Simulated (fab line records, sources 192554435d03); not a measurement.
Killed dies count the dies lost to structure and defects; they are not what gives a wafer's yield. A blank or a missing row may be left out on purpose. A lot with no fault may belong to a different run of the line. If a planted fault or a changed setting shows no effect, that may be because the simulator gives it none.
Chamber matching || flow n5_finfet || N5_BEOL_M0_SAQP_SPACER2_ALD_26 on ald_sin-02: 4 sister chambers
The step deposits SiO2, target thk 15 nm, pulse time 1 s, purge time 2 s. 7 wafers are shown with their chamber, then 7 later ones without.

== WAFERS, EACH WITH ITS CHAMBER ==
{"wafer": "L083.6", "chamber": 2, "heater_power_w (W)": 528, "chamber_pressure_Torr (Torr)": 2.001}
{"wafer": "L085.6", "chamber": 3, "heater_power_w (W)": 431, "chamber_pressure_Torr (Torr)": 1.996}
{"wafer": "L092.1", "chamber": 2, "heater_power_w (W)": 529, "chamber_pressure_Torr (Torr)": 1.999}
{"wafer": "L092.2", "chamber": 1, "heater_power_w (W)": 545, "chamber_pressure_Torr (Torr)": 2.003}
{"wafer": "L092.3", "chamber": 0, "heater_power_w (W)": 513, "chamber_pressure_Torr (Torr)": 2.008}
{"wafer": "L094.1", "chamber": 0, "heater_power_w (W)": 516, "chamber_pressure_Torr (Torr)": 2.004}
{"wafer": "L094.5", "chamber": 1, "heater_power_w (W)": 535, "chamber_pressure_Torr (Torr)": 2.005}

== WAFERS MISSING THEIR CHAMBER ==
{"wafer": "L094.6", "heater_power_w (W)": 510, "chamber_pressure_Torr (Torr)": 2.001}
{"wafer": "L095.2", "heater_power_w (W)": 514, "chamber_pressure_Torr (Torr)": 2.001}
{"wafer": "L095.3", "heater_power_w (W)": 544, "chamber_pressure_Torr (Torr)": 2.000}
{"wafer": "L095.4", "heater_power_w (W)": 526, "chamber_pressure_Torr (Torr)": 1.994}
{"wafer": "L097.3", "heater_power_w (W)": 522, "chamber_pressure_Torr (Torr)": 2.001}
{"wafer": "L097.5", "heater_power_w (W)": 514, "chamber_pressure_Torr (Torr)": 1.995}
{"wafer": "L097.6", "heater_power_w (W)": 549, "chamber_pressure_Torr (Torr)": 1.997}

== THE CHAMBER EACH PASSED THROUGH ==
{"wafer": "L094.6", "from the rows above": "can't be placed: 0 or 2", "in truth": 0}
{"wafer": "L095.2", "from the rows above": "can't be placed: 0 or 2", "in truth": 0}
{"wafer": "L095.3", "from the rows above": "can't be placed: 1 or 2", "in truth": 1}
{"wafer": "L095.4", "from the rows above": 2, "in truth": 2}
{"wafer": "L097.3", "from the rows above": "can't be placed: 2 or 0", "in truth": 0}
{"wafer": "L097.5", "from the rows above": "can't be placed: 2 or 0", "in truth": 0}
{"wafer": "L097.6", "from the rows above": "can't be placed: 1 or 2", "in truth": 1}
Correct placement for 1 of the 7. Not placeable from these rows: 6 (in 6, the candidates include the true chamber). Wrongly placed: 0.
How it was worked out, from the rows above alone: a wafer's distance from a chamber is the root of the sum, over the readings, of the square of ((its reading less the chamber's mean) divided by the reading's scatter). The wafer belongs to the nearest chamber; if the next one is less than 2 further off, it can't be placed. For every chamber, the mean is computed from those of its wafers that are shown. The scatter: take each reading less its chamber's mean, square it, sum over the shown wafers, divide by the number of wafers less the number of chambers, and take the root.
